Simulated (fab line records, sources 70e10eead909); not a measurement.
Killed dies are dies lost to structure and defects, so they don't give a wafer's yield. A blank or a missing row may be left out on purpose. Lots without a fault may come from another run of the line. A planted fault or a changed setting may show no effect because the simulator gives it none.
Which tool did it? | flow nand_harc | 12 lots, 36 wafers sampled, at 1 step of a route of 1302

WHAT THE GAUGES READ, wafer by wafer
NHARC_P_BONDPAD_OVL_MEAS_38.
lot  | measured     | on         | overlay_x_nm (nm)
L075 | day 7 02:52  | overlay-01 | 3 3 2
L077 | day 8 00:40  | overlay-02 | 1 2 2
L079 | day 8 13:44  | overlay-01 | 7 7 7
L081 | day 9 07:11  | overlay-02 | -2 -2 -2
L083 | day 10 07:13 | overlay-02 | -8 -7 -8
L085 | day 10 23:54 | overlay-01 | 1 1 1
L088 | day 12 15:52 | overlay-01 | -1 0 0
L089 | day 12 17:37 | overlay-02 | -10 -10 -10
L091 | day 13 16:55 | overlay-02 | 7 7 6
L093 | day 14 08:04 | overlay-01 | 4 4 4
L095 | day 15 09:10 | overlay-01 | -10 -10 -10
L097 | day 16 05:46 | overlay-01 | 6 6 6

WHICH TOOL RAN EACH LOT (tool, then ch and the chambers of the sampled wafers, then the start)
The record holds no process step before these readings.

THE ANSWER, worked out from the rows above alone
Rule: what is usual is taken from the lots themselves. Put in order of their means at a reading, lots are off if they are a third of the lots or fewer, leave a main group of 4 or more, and stand apart from it by a gap of 3 or more times the standard deviation of the main group's means; of several such gaps the widest counts. A main group whose means are all the same, to the digits that the tables above print for the reading, isn't used. A lot without any number at a reading at which 4 lots or more have one is off too. The other lots that the step has rows for count as sound.
No lot is off at any reading shown: from this, nothing can be told.

WHAT THE SIMULATOR HAD PUT IN
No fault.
